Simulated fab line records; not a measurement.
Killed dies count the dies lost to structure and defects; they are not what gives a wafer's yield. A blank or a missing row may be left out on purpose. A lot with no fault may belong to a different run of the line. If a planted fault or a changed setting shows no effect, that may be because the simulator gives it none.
The tool behind it: which one?    flow nand harc    33 wafers from 11 lots sampled at 4 of the route's 1302 steps

## WHAT EACH GAUGE READ, for each wafer
NHARC_P_M0_CD_MEAS_09 targets a cd of 90 nm. Usual: cd nm at 89.8 nm, with a standard deviation of 0.54.
lot   measured      on         cd nm (nm)      flag
L666  day 6 06:42   cd sem-03  91.2 90.3 90.7  
L667  day 6 14:03   cd sem-03  88.7 88.6 89.5  
L669  day 7 12:23   cd sem-02  89.4 89.9 89.7  
L672  day 8 14:25   cd sem-02  89.9 89.8 89.8  
L673  day 9 00:07   cd sem-02  85.8 86.3 86.2  OFF
L676  day 10 06:01  cd sem-01  85.2 86.3 86.5  OFF
L679  day 11 10:32  cd sem-02  89.8 89.6 90.3  
L682  day 12 20:08  cd sem-01  89.3 89.2 89.9  
L683  day 13 02:37  cd sem-02  89.8 89.9 88.6  
L684  day 13 19:37  cd sem-01  90.0 89.6 89.5  
L688  day 15 08:09  cd sem-03  88.2 89.3 89.3  

## WHICH TOOL RAN EACH LOT (tool, then ch and the chambers of the sampled wafers, then the start)
lot   NHARC_P_CONTACT_ETCH_18                        NHARC_P_CONTACT_ETCH_31                        NHARC_P_M0_PEB_07
L666  rie diel-11 ch 1,2,3, day 6 06:37 or earlier   rie diel-11 ch 2,3, day 6 06:37 or earlier     litho track-04 ch 0, day 6 06:37
L667  rie diel-10 ch 0,1,3, day 6 13:58 or earlier   rie diel-10 ch 0,2,3, day 6 13:58 or earlier   litho track-06 ch 0, day 6 13:58
L669  rie diel-11 ch 0,2, day 7 12:19 or earlier     rie diel-11 ch 2,3, day 7 12:19 or earlier     litho track-06 ch 0, day 7 12:19
L672  rie diel-02 ch 0,1,3, day 8 14:20 or earlier   rie diel-02 ch 0,2,3, day 8 14:20 or earlier   litho track-01 ch 0, day 8 14:20
L673  rie diel-10 ch 1,3, day 9 00:02 or earlier     rie diel-10 ch 1,3, day 9 00:02 or earlier     litho track-06 ch 0, day 9 00:02
L676  rie diel-11 ch 1,2,3, day 10 05:56 or earlier  rie diel-11 ch 0,1,3, day 10 05:56 or earlier  litho track-06 ch 0, day 10 05:56
L679  rie diel-11 ch 1,2,3, day 11 10:28 or earlier  rie diel-11 ch 2,3, day 11 10:28 or earlier    litho track-01 ch 0, day 11 10:28
L682  rie diel-11 ch 0,2,3, day 12 20:04 or earlier  rie diel-11 ch 0,1,2, day 12 20:04 or earlier  litho track-06 ch 0, day 12 20:04
L683  rie diel-02 ch 1,2, day 13 02:32 or earlier    rie diel-02 ch 0,1,2, day 13 02:32 or earlier  litho track-06 ch 0, day 13 02:32
L684  rie diel-10 ch 1,2, day 13 19:31 or earlier    rie diel-10 ch 2,3, day 13 19:31 or earlier    litho track-06 ch 0, day 13 19:31
L688  rie diel-02 ch 0,1,2, day 15 08:04 or earlier  rie diel-02 ch 0,1,3, day 15 08:04 or earlier  litho track-06 ch 0, day 15 08:04
- NHARC_P_CONTACT_ETCH_18: etches the open film in C4F8/O2/Ar, target depth 481 nm, time 240.5 s.
- NHARC_P_CONTACT_ETCH_31: etches the open film in CH3F/O2, target depth 30 nm, time 85.7 s.
- NHARC_P_M0_PEB_07: peb time 65 s.

## WHAT THE TOOLS THEMSELVES READ (means of the sampled wafers that have a number; where no wafer has one, the mark that the record gives instead)
NHARC_P_CONTACT_ETCH_18. Usual: oes product au 0.959 a.u., standard deviation 0.015; rf vpp V 981 V, standard deviation 4.5.
lot   tool         oes product au (a.u.)  rf vpp V (V)  flag
L666  rie diel-11  0.953                  978           
L667  rie diel-10  0.950                  984           
L669  rie diel-11  0.974                  985           
L672  rie diel-02  0.952                  982           
L673  rie diel-10  0.960                  982           
L676  rie diel-11  0.971                  979           
L679  rie diel-11  0.962                  980           
L682  rie diel-11  0.970                  983           
L683  rie diel-02  0.968                  980           
L684  rie diel-10  0.938                  984           
L688  rie diel-02  0.970                  979           

NHARC_P_CONTACT_ETCH_31. Usual: drypump motor current A 5.8 A, standard deviation 0.43; oes product au 0.980 a.u., standard deviation 0.013; rf vpp V 245.1 V, standard deviation 1.4; showerhead plenum p Torr 2.51 Torr, standard deviation 0.08; throttle valve pct 20.663 %, standard deviation 0.0097.
lot   tool         drypump motor current A (A)  oes product au (a.u.)  rf vpp V (V)  showerhead plenum p Torr (Torr)  throttle valve pct (%)  flag
L666  rie diel-11  5.3                          0.983                  244.5         2.53                             20.668                  
L667  rie diel-10  5.4                          0.983                  245.9         2.55                             20.662                  
L669  rie diel-11  5.3                          0.982                  245.2         2.53                             20.663                  
L672  rie diel-02  6.0                          0.968                  245.7         2.49                             20.676                  
L673  rie diel-10  6.0                          0.984                  244.4         2.52                             20.654                  
L676  rie diel-11  5.7                          0.981                  243.7         2.42                             20.668                  
L679  rie diel-11  5.4                          1.001                  247.0         2.59                             20.652                  
L682  rie diel-11  5.9                          0.979                  244.5         2.47                             20.661                  
L683  rie diel-02  6.0                          0.993                  244.6         2.48                             20.668                  
L684  rie diel-10  5.2                          0.961                  245.5         2.54                             20.657                  
L688  rie diel-02  6.1                          0.985                  244.7         2.51                             20.670                  

NHARC_P_M0_PEB_07. Usual: heater power total W 156.6 W, standard deviation 0.38; plate temp C 100.01 C, standard deviation 0.14.
lot   tool            heater power total W (W)  plate temp C (C)  flag
L666  litho track-04  156.7                     100.00            
L667  litho track-06  156.5                     100.00            
L669  litho track-06  156.9                     99.99             
L672  litho track-01  156.5                     100.06            
L673  litho track-06  154.7                     99.19             OFF
L676  litho track-06  154.6                     99.15             OFF
L679  litho track-01  156.3                     99.90             
L682  litho track-06  156.7                     100.05            
L683  litho track-06  156.3                     100.04            
L684  litho track-06  156.9                     99.88             
L688  litho track-06  156.9                     100.01            

## THE ANSWER, worked out from the rows above alone
Rule: a lot counts as off when the mean over its wafers that have a number is more than 3 standard deviations away from the usual mean. Also off: a lot with no number at a reading for which 4 or more lots have one. All remaining lots with rows at the step are treated as sound. The gauges are gone through in route order, then the tools' own readings, and for those a lot's mean is taken as printed above. At the first step where some lot is off, the reading lying furthest off is the one used; lots without a number count as furthest.
Off: L673, L676 (NHARC_P_M0_CD_MEAS_09, cd nm).
A tool fits if, at a process step before that reading, it ran every lot that is off, and no sound lot after the first of them. The gauges at NHARC_P_M0_CD_MEAS_09 aren't tried: what is off there is off at NHARC_P_M0_PEB_07 too, on other tools, and a gauge's error can't cause that. With no start given for some of its lots, NHARC_P_CONTACT_ETCH_18 uses the hours and lot order of NHARC_P_M0_PEB_07. With no start given for some of its lots, NHARC_P_CONTACT_ETCH_31 uses the hours and lot order of NHARC_P_M0_PEB_07. No candidate that was tried fits.

## WHAT THE SIMULATOR PUT IN
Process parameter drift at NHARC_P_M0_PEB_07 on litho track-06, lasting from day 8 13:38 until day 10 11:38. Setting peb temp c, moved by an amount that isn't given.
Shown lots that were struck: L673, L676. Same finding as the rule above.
